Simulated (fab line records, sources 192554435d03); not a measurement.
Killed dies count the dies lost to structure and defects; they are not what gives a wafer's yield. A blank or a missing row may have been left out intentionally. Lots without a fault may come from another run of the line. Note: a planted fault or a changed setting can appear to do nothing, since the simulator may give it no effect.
The tool behind it: which one? | flow n5 finfet | 24 lots, 72 wafers sampled, at 6 steps of a route of 1938

WHAT THE GAUGES READ, wafer by wafer
N5_BEOL_M3_CD_MEAS_11: the cd target is 17.05 nm.
lot  | measured     | on        | cd nm (nm)
L074 | day 6 22:52  | cd sem-03 | 17.40 17.29 17.18
L075 | day 7 03:41  | cd sem-03 | 16.82 17.35 17.36
L076 | day 7 08:20  | cd sem-01 | 17.18 16.52 16.76
L077 | day 7 13:34  | cd sem-03 | 16.83 16.83 16.92
L078 | day 7 19:59  | cd sem-02 | 17.08 16.98 17.06
L079 | day 8 02:03  | cd sem-01 | 17.74 17.27 17.10
L080 | day 8 10:41  | cd sem-03 | 16.96 17.53 16.99
L081 | day 8 20:26  | cd sem-01 | 17.08 16.80 16.92
L082 | day 8 23:51  | cd sem-01 | 17.35 17.18 17.17
L083 | day 9 07:36  | cd sem-03 | 17.19 17.34 16.81
L084 | day 9 13:36  | cd sem-02 | 17.18 16.81 17.62
L085 | day 10 07:35 | cd sem-03 | 17.11 17.06 16.81
L086 | day 10 08:47 | cd sem-02 | 17.36 17.00 17.29
L087 | day 10 14:31 | cd sem-03 | 17.10 16.87 17.32
L088 | day 10 17:55 | cd sem-03 | 16.97 17.28 16.84
L089 | day 11 05:23 | cd sem-03 | 16.99 17.13 17.28
L090 | day 11 08:20 | cd sem-03 | 17.07 17.08 16.96
L092 | day 11 15:35 | cd sem-02 | 17.04 16.79 17.05
L091 | day 11 16:20 | cd sem-03 | 17.27 17.42 16.56
L093 | day 11 21:46 | cd sem-01 | 17.15 17.04 17.18
L094 | day 12 03:08 | cd sem-03 | 16.75 17.06 16.91
L095 | day 12 07:51 | cd sem-03 | 17.40 17.34 17.22
L097 | day 13 01:28 | cd sem-01 | 16.94 16.80 16.85
L096 | day 13 03:25 | cd sem-01 | 16.85 16.86 17.01

N5_BEOL_M4_THK_MEAS_01.
lot  | measured     | on            | M4_ILD_THK (nm)
L074 | day 7 09:07  | film metro-01 | 79.5 78.7 81.1
L075 | day 7 12:37  | film metro-02 | 79.6 80.3 80.3
L076 | day 7 17:51  | film metro-01 | 78.8 79.6 79.3
L077 | day 8 00:52  | film metro-01 | 78.5 80.6 79.9
L078 | day 8 05:13  | film metro-02 | 77.6 78.4 80.2
L079 | day 8 11:01  | film metro-01 | 79.8 80.9 80.6
L080 | day 8 23:40  | film metro-02 | 79.2 78.8 79.2
L081 | day 9 03:16  | film metro-02 | 77.9 78.4 78.7
L082 | day 9 23:05  | film metro-01 | 79.6 78.4 80.6
L083 | day 10 03:02 | film metro-02 | 77.7 78.7 79.6
L084 | day 10 05:13 | film metro-02 | 77.8 77.8 79.0
L085 | day 10 18:19 | film metro-02 | 79.7 80.7 80.8
L086 | day 11 04:16 | film metro-01 | 79.6 78.0 79.4
L087 | day 11 05:35 | film metro-02 | 79.9 81.1 80.2
L088 | day 11 11:50 | film metro-02 | 78.8 79.0 80.0
L089 | day 11 14:31 | film metro-02 | 78.8 79.6 79.8
L090 | day 11 16:31 | film metro-01 | 77.5 78.1 79.4
L092 | day 12 01:37 | film metro-02 | 78.3 78.8 80.3
L091 | day 12 06:58 | film metro-02 | 78.8 78.7 80.1
L093 | day 12 13:34 | film metro-01 | 77.8 77.7 79.1
L094 | day 12 15:24 | film metro-01 | 80.5 78.8 80.0
L095 | day 12 19:53 | film metro-02 | 79.1 78.7 79.5
L097 | day 14 01:06 | film metro-02 | 79.3 80.7 79.9
L096 | day 13 22:08 | film metro-02 | 78.6 80.1 80.9

EACH LOT AND THE TOOL THAT RAN IT (in order: tool; ch and the chambers of the sampled wafers; start)
lot  | N5_BEOL_M2_CMP_52             | N5_BEOL_M3_PRE_CLEAN_45      | N5_BEOL_M3_ALD_84                   | N5_BEOL_M3_SPUTTER_94
L074 | cmp-02 ch 0,2,3, day 6 21:43  | pvd sputter-01, day 7 03:50  | ald metal-01 ch 0,1,2, day 7 03:55  | pvd sputter-02, day 7 07:35
L075 | cmp-02 ch 0,1,2, day 7 00:59  | pvd sputter-03, day 7 08:50  | ald metal-03 ch 0,1, day 7 08:55    | pvd sputter-01, day 7 11:13
L076 | cmp-02 ch 0,1,2, day 7 06:29  | pvd sputter-02, day 7 14:08  | ald metal-02 ch 0,3, day 7 14:15    | pvd sputter-02, day 7 16:27
L077 | cmp-04 ch 0,1,3, day 7 11:47  | pvd sputter-01, day 7 21:06  | ald metal-01 ch 2,3, day 7 21:10    | pvd sputter-03, day 7 23:14
L078 | cmp-03 ch 0,2,3, day 7 18:26  | pvd sputter-02, day 8 00:54  | ald metal-03 ch 0,3, day 8 01:01    | pvd sputter-02, day 8 03:34
L079 | cmp-04 ch 2,3, day 8 00:30    | pvd sputter-02, day 8 05:23  | ald metal-01 ch 0,1, day 8 05:35    | pvd sputter-03, day 8 09:31
L080 | cmp-03 ch 0,2,3, day 8 09:09  | pvd sputter-03, day 8 20:06  | ald metal-02 ch 0,2,3, day 8 20:10  | pvd sputter-03, day 8 22:14
L081 | cmp-04 ch 0,1,3, day 8 18:38  | pvd sputter-02, day 8 23:38  | ald metal-03 ch 0,1,2, day 8 23:42  | pvd sputter-02, day 9 01:47
L082 | cmp-03 ch 0,1,3, day 8 22:19  | pvd sputter-03, day 9 17:32  | ald metal-01 ch 0,1,2, day 9 17:35  | pvd sputter-03, day 9 21:40
L083 | cmp-03 ch 0,1, day 9 04:38    | pvd sputter-02, day 9 22:10  | ald metal-03 ch 0,1,2, day 9 22:15  | pvd sputter-02, day 10 01:35
L084 | cmp-04 ch 0,1,3, day 9 12:28  | pvd sputter-01, day 10 00:20 | ald metal-02 ch 1,2,3, day 10 00:25 | pvd sputter-03, day 10 02:43
L085 | cmp-02 ch 0,2,3, day 10 06:21 | pvd sputter-01, day 10 14:44 | ald metal-03 ch 1,3, day 10 14:48   | pvd sputter-03, day 10 16:53
L086 | cmp-02 ch 0,1, day 10 07:37   | pvd sputter-01, day 10 14:50 | ald metal-01 ch 0,1,2, day 10 14:53 | pvd sputter-01, day 11 02:49
L087 | cmp-03 ch 0,1,2, day 10 11:07 | pvd sputter-02, day 11 02:07 | ald metal-03 ch 1,2, day 11 02:13   | pvd sputter-02, day 11 04:12
L088 | cmp-03 ch 0,2,3, day 10 14:42 | pvd sputter-01, day 11 07:41 | ald metal-03 ch 0,1, day 11 07:46   | pvd sputter-01, day 11 09:50
L089 | cmp-03 ch 0,1,2, day 11 01:59 | pvd sputter-01, day 11 10:44 | ald metal-03 ch 0,1,2, day 11 10:47 | pvd sputter-02, day 11 13:07
L090 | cmp-04 ch 0,2,3, day 11 05:02 | pvd sputter-03, day 11 12:42 | ald metal-02 ch 0,1,3, day 11 12:47 | pvd sputter-01, day 11 15:07
L092 | cmp-04 ch 0,2,3, day 11 13:28 | pvd sputter-01, day 11 22:02 | ald metal-01 ch 2,3, day 11 22:09   | pvd sputter-01, day 12 00:11
L091 | cmp-02 ch 1,2,3, day 11 14:12 | pvd sputter-03, day 12 03:14 | ald metal-02 ch 1,2,3, day 12 03:17 | pvd sputter-01, day 12 05:32
L093 | cmp-04 ch 1,2, day 11 19:28   | pvd sputter-03, day 12 09:56 | ald metal-01 ch 1,2,3, day 12 10:01 | pvd sputter-03, day 12 12:10
L094 | cmp-03 ch 0,1,3, day 11 22:51 | pvd sputter-03, day 12 10:01 | ald metal-03 ch 0,1,3, day 12 10:12 | pvd sputter-03, day 12 14:00
L095 | cmp-04 ch 1,2,3, day 12 02:44 | pvd sputter-02, day 12 16:11 | ald metal-03 ch 1,3, day 12 16:14   | pvd sputter-02, day 12 18:29
L097 | cmp-03 ch 0,2,3, day 12 23:50 | pvd sputter-01, day 13 21:31 | ald metal-02 ch 0,3, day 13 21:40   | pvd sputter-03, day 13 23:42
L096 | cmp-03 ch 0,1, day 13 01:14   | pvd sputter-01, day 13 18:27 | ald metal-01 ch 0,1,2, day 13 18:31 | pvd sputter-03, day 13 20:44
- N5_BEOL_M2_CMP_52: polishes, stops on SiOC, t overpolish 6.8 s, target thk 40 nm.
- N5_BEOL_M3_PRE_CLEAN_45: time 30 s.
- N5_BEOL_M3_ALD_84: deposits TaN, pulse time 2 s, purge time 3 s, co reactant purge time 2 s.
- N5_BEOL_M3_SPUTTER_94: material Cu, target thk 4.5 nm, time 8.29 s.

AS READ BY THE TOOLS THEMSELVES (means over the sampled wafers that have a number; for cases with no such wafer, the mark the record gives instead)
N5_BEOL_M2_CMP_52.
lot  | tool   | barrier field endpoint s (s) | motor current A (A) | overpolish run s (s) | slurry flow ml min | time to endpoint s (s)
L074 | cmp-02 | 24.6                         | 6.0                 | 6.795                | 149.7              | 63.7
L075 | cmp-02 | 24.8                         | 6.1                 | 6.801                | 150.2              | 61.6
L076 | cmp-02 | 25.7                         | 5.8                 | 6.797                | 150.3              | 66.1
L077 | cmp-04 | 24.9                         | 5.1                 | 6.798                | 149.9              | 62.6
L078 | cmp-03 | 24.7                         | 6.2                 | 6.791                | 149.7              | 62.7
L079 | cmp-04 | 25.5                         | 5.1                 | 6.796                | 150.0              | 61.4
L080 | cmp-03 | 25.0                         | 6.2                 | 6.794                | 149.9              | 63.2
L081 | cmp-04 | 24.9                         | 4.9                 | 6.800                | 149.8              | 60.6
L082 | cmp-03 | 25.4                         | 6.5                 | 6.803                | 150.1              | 63.6
L083 | cmp-03 | 24.7                         | 6.1                 | 6.794                | 150.2              | 62.0
L084 | cmp-04 | 24.2                         | 5.0                 | 6.800                | 150.0              | 61.2
L085 | cmp-02 | 23.8                         | 6.1                 | 6.804                | 149.3              | 55.3
L086 | cmp-02 | 23.8                         | 6.2                 | 6.800                | 149.9              | 58.2
L087 | cmp-03 | 24.3                         | 6.3                 | 6.798                | 150.2              | 63.7
L088 | cmp-03 | 25.1                         | 6.0                 | 6.799                | 150.6              | 66.4
L089 | cmp-03 | 24.8                         | 6.0                 | 6.804                | 150.1              | 62.8
L090 | cmp-04 | 24.4                         | 5.3                 | 6.800                | 149.8              | 58.3
L092 | cmp-04 | 24.3                         | 5.3                 | 6.797                | 149.9              | 57.5
L091 | cmp-02 | 24.0                         | 5.9                 | 6.806                | 150.2              | 59.9
L093 | cmp-04 | 24.3                         | 5.2                 | 6.799                | 150.2              | 59.8
L094 | cmp-03 | 23.4                         | 6.4                 | 6.796                | 150.2              | 59.2
L095 | cmp-04 | 24.7                         | 5.0                 | 6.802                | 150.4              | 61.4
L097 | cmp-03 | 24.4                         | 6.1                 | 6.803                | 149.9              | 61.9
L096 | cmp-03 | 25.3                         | 6.5                 | 6.799                | 150.7              | 64.5

N5_BEOL_M3_PRE_CLEAN_45.
lot  | tool           | heater power w (W)
L074 | pvd sputter-01 | 290
L075 | pvd sputter-03 | 314
L076 | pvd sputter-02 | 339
L077 | pvd sputter-01 | 336
L078 | pvd sputter-02 | 347
L079 | pvd sputter-02 | 349
L080 | pvd sputter-03 | 335
L081 | pvd sputter-02 | 335
L082 | pvd sputter-03 | 341
L083 | pvd sputter-02 | 336
L084 | pvd sputter-01 | 317
L085 | pvd sputter-01 | 298
L086 | pvd sputter-01 | 322
L087 | pvd sputter-02 | 347
L088 | pvd sputter-01 | 350
L089 | pvd sputter-01 | 326
L090 | pvd sputter-03 | 377
L092 | pvd sputter-01 | 304
L091 | pvd sputter-03 | 382
L093 | pvd sputter-03 | 352
L094 | pvd sputter-03 | 338
L095 | pvd sputter-02 | 355
L097 | pvd sputter-01 | 325
L096 | pvd sputter-01 | 355

N5_BEOL_M3_ALD_84.
lot  | tool         | heater power w (W)
L074 | ald metal-01 | 412
L075 | ald metal-03 | 435
L076 | ald metal-02 | 536
L077 | ald metal-01 | 434
L078 | ald metal-03 | 490
L079 | ald metal-01 | 399
L080 | ald metal-02 | 517
L081 | ald metal-03 | 433
L082 | ald metal-01 | 408
L083 | ald metal-03 | 430
L084 | ald metal-02 | 488
L085 | ald metal-03 | 434
L086 | ald metal-01 | 417
L087 | ald metal-03 | 403
L088 | ald metal-03 | 430
L089 | ald metal-03 | 436
L090 | ald metal-02 | 484
L092 | ald metal-01 | 445
L091 | ald metal-02 | 504
L093 | ald metal-01 | 417
L094 | ald metal-03 | 460
L095 | ald metal-03 | 417
L097 | ald metal-02 | 516
L096 | ald metal-01 | 413

N5_BEOL_M3_SPUTTER_94.
lot  | tool           | substrate temp c (C) | throttle valve pct (%)
L074 | pvd sputter-02 | -20.00               | 29.2
L075 | pvd sputter-01 | -19.99               | 29.9
L076 | pvd sputter-02 | -20.14               | 29.6
L077 | pvd sputter-03 | -20.16               | 30.3
L078 | pvd sputter-02 | -19.90               | 28.6
L079 | pvd sputter-03 | -20.08               | 29.5
L080 | pvd sputter-03 | -19.93               | 30.2
L081 | pvd sputter-02 | -19.94               | 29.7
L082 | pvd sputter-03 | -20.09               | 30.2
L083 | pvd sputter-02 | -19.90               | 29.5
L084 | pvd sputter-03 | -20.05               | 30.3
L085 | pvd sputter-03 | -20.00               | 29.5
L086 | pvd sputter-01 | -19.96               | 30.0
L087 | pvd sputter-02 | -20.01               | 29.2
L088 | pvd sputter-01 | -19.98               | 29.4
L089 | pvd sputter-02 | -19.91               | 29.5
L090 | pvd sputter-01 | -20.09               | 29.3
L092 | pvd sputter-01 | -19.96               | 29.7
L091 | pvd sputter-01 | -20.03               | 29.3
L093 | pvd sputter-03 | -20.12               | 29.5
L094 | pvd sputter-03 | -20.02               | 30.2
L095 | pvd sputter-02 | -19.93               | 29.2
L097 | pvd sputter-03 | -20.00               | 29.6
L096 | pvd sputter-03 | -20.06               | 30.3

THE ANSWER, worked out from the rows above alone
Rule: what is usual is taken from the lots themselves. The widest of any qualifying gaps counts: lots, ordered by their means at a reading, are off when they make up no more than a third of the lots, leave a main group of 4 or more, and stand apart from it by 3 or more times the standard deviation of that group's means. A main group whose means are all the same, to the digits that the tables above print for the reading, isn't used. Also off: a lot with no number at a reading for which 4 or more lots have one. The other lots that the step has rows for count as sound. Order of review: gauges by route order, followed by the tools' own readings, for which a lot's mean as printed above is used. At the first step where some lot is off, the reading lying furthest off is the one used; lots without a number count as furthest.
None of the lots is off at any reading shown; this tells nothing.

WHAT THE SIMULATOR PUT IN
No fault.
